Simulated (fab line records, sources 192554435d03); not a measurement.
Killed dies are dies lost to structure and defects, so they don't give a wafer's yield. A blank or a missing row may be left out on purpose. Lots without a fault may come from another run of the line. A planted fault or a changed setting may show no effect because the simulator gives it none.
Which tool did it? | flow n5_finfet | 12 lots, 35 wafers sampled, at 4 steps of a route of 1938

WHAT THE GAUGES READ, wafer by wafer
N5_BEOL_M9_OVL_MEAS_12.
lot  | measured     | on         | M9_OVL (nm)
L959 | day 10 04:03 | overlay-02 | -0.3 0.2 0.2
L961 | day 10 08:35 | overlay-02 | 1.6 0.3 1.9
L965 | day 11 05:03 | overlay-02 | 0.5 0.3 0.4
L963 | day 11 06:18 | overlay-01 | 0.4 0.7 0.3
L964 | day 11 07:22 | overlay-02 | -0.4 -0.1 1.3
L966 | day 12 08:16 | overlay-02 | 0.7 0.2 1.9
L962 | day 12 12:23 | overlay-02 | -0.6 0.0 0.6
L967 | day 12 15:14 | overlay-02 | 0.7 0.8
L968 | day 12 20:03 | overlay-01 | 2.0 1.4 1.3
L969 | day 13 10:54 | overlay-02 | 0.5 0.5 0.4
L977 | day 15 18:15 | overlay-02 | 0.8 0.1 -0.5
L978 | day 15 18:33 | overlay-01 | 1.6 0.2 0.3

N5_BEOL_M9_CD_MEAS_18: pitch 140 nm, target cd 70 nm.
lot  | measured     | on        | cd_nm (nm)
L959 | day 10 04:49 | cd_sem-03 | 68.4 69.3 70.1
L961 | day 10 09:06 | cd_sem-01 | 68.4 69.2 69.6
L965 | day 11 05:38 | cd_sem-01 | 69.2 68.8 68.9
L963 | day 11 06:49 | cd_sem-03 | 69.9 68.4 69.7
L964 | day 11 07:52 | cd_sem-03 | 68.4 68.2 69.5
L966 | day 12 08:48 | cd_sem-03 | 68.3 69.2 69.2
L962 | day 12 12:53 | cd_sem-01 | 69.4 70.9 69.3
L967 | day 12 16:12 | cd_sem-03 | 69.7 69.0
L968 | day 12 20:34 | cd_sem-03 | 68.9 68.7 70.5
L969 | day 13 11:37 | cd_sem-01 | 68.8 70.3 70.0
L977 | day 15 18:46 | cd_sem-03 | 69.9 70.0 68.8
L978 | day 15 19:04 | cd_sem-03 | 69.4 68.9 69.4

N5_BEOL_M9_CD_MEAS_28: target cd 70 nm.
lot  | measured     | on        | cd_nm (nm)
L959 | day 10 07:20 | cd_sem-03 | 69.36 69.84 69.60
L961 | day 10 13:28 | cd_sem-02 | 69.94 69.66 70.20
L965 | day 11 09:11 | cd_sem-01 | 69.80 70.40 70.28
L963 | day 11 09:02 | cd_sem-01 | 69.77 69.91 69.95
L964 | day 11 09:14 | cd_sem-03 | 69.95 69.85 70.31
L966 | day 12 09:07 | cd_sem-03 | 69.73 69.81 69.95
L962 | day 12 13:40 | cd_sem-03 | 69.72 69.94 69.59
L967 | day 12 17:47 | cd_sem-03 | 69.87 70.05
L968 | day 12 21:32 | cd_sem-01 | 70.07 69.91 69.87
L969 | day 13 12:34 | cd_sem-03 | 69.94 69.79 70.13
L977 | day 15 19:11 | cd_sem-02 | 69.80 69.74 69.85
L978 | day 15 19:22 | cd_sem-03 | 70.18 70.05 69.70

WHICH TOOL RAN EACH LOT (tool, then ch and the chambers of the sampled wafers, then the start)
lot  | N5_BEOL_M9_ETCH_61
L959 | rie_diel-01 ch 0,1,2, day 10 04:16
L961 | rie_diel-03 ch 0,3, day 10 08:40
L965 | rie_diel-01 ch 1,2, day 11 05:09
L963 | rie_diel-03 ch 1,2, day 11 06:24
L964 | rie_diel-02 ch 0,2,3, day 11 07:27
L966 | rie_diel-01 ch 2,3, day 12 08:22
L962 | rie_diel-03 ch 0,1,2, day 12 12:29
L967 | rie_diel-01 ch 0,1, day 12 15:42
L968 | rie_diel-02 ch 0,1,2, day 12 20:08
L969 | rie_diel-02 ch 0,3, day 13 11:08
L977 | rie_diel-03 ch 0,1,2, day 15 18:20
L978 | rie_diel-03 ch 1,2, day 15 18:38
- N5_BEOL_M9_ETCH_61: etches SiARC in CF4, target depth 39 nm, time 65 s.

WHAT THE TOOLS THEMSELVES READ (means of the sampled wafers that have a number; where no wafer has one, the mark that the record gives instead)
N5_BEOL_M9_ETCH_61.
lot  | tool        | drypump_motor_current_A (A) | etch_rf_on_time_s (s) | oes_product_au (a.u.) | rf_vpp_V (V) | showerhead_plenum_p_Torr (Torr) | throttle_valve_pct (%)
L959 | rie_diel-01 | 6.1                         | 64.6                  | 0.72                  | 184.2        | 2.17                            | 15.60
L961 | rie_diel-03 | 5.7                         | 65.6                  | 0.64                  | 184.8        | 2.16                            | 15.61
L965 | rie_diel-01 | 6.1                         | 65.1                  | 0.71                  | 184.0        | 2.14                            | 15.71
L963 | rie_diel-03 | 6.3                         | 64.9                  | 0.66                  | 183.9        | 2.10                            | 15.56
L964 | rie_diel-02 | 6.1                         | 64.4                  | 0.73                  | 184.2        | 2.17                            | 15.47
L966 | rie_diel-01 | 6.0                         | 66.2                  | 0.60                  | 185.4        | 2.18                            | 15.83
L962 | rie_diel-03 | 5.9                         | 65.7                  | 0.67                  | 185.1        | 2.11                            | 15.54
L967 | rie_diel-01 | 6.1                         | 66.2                  | 0.74                  | 184.8        | 2.14                            | 15.53
L968 | rie_diel-02 | 6.0                         | 63.1                  | 0.72                  | 184.5        | 2.17                            | 15.68
L969 | rie_diel-02 | 6.4                         | 65.9                  | 0.67                  | 184.1        | 2.13                            | 15.40
L977 | rie_diel-03 | 5.9                         | 81.0                  | 0.64                  | 182.8        | 2.10                            | 15.44
L978 | rie_diel-03 | 6.1                         | 80.8                  | 0.66                  | 183.7        | 2.08                            | 15.36

THE ANSWER, worked out from the rows above alone
Rule: what is usual is taken from the lots themselves. Put in order of their means at a reading, lots are off if they are a third of the lots or fewer, leave a main group of 4 or more, and stand apart from it by a gap of 3 or more times the standard deviation of the main group's means; of several such gaps the widest counts. A main group whose means are all the same, to the digits that the tables above print for the reading, isn't used. A lot without any number at a reading at which 4 lots or more have one is off too. The other lots that the step has rows for count as sound. The gauges are gone through in route order, then the tools' own readings, and for those a lot's mean is taken as printed above. The first step at which some lot is off is used, and at that step the reading that is off furthest; a lot without a number counts as furthest.
Off: L977, L978, at N5_BEOL_M9_ETCH_61 (etch_rf_on_time_s). The main group: mean 65.2 s, standard deviation 0.92.
A tool fits if, at that step or a process step before it, it ran every lot that is off, and no sound lot after the first of them. One fits: rie_diel-03 at N5_BEOL_M9_ETCH_61. Its last sound lot is L962 (day 12 12:29), its first lot that is off L977 (day 15 18:20): a fault that began between those two fits.
The tool's own readings at N5_BEOL_M9_ETCH_61 bear it out: on the lots that are off they differ by more than 5 times the standard deviation of the sound lots' means. etch_rf_on_time_s reads 80.9 s there against 65.2 s on the sound lots.

WHAT THE SIMULATOR HAD PUT IN
Process parameter drift: rie_diel-03, from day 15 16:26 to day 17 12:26, at N5_BEOL_M9_ETCH_61. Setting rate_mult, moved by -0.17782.
Lots struck among those shown: L977, L978. The rule above found the same.
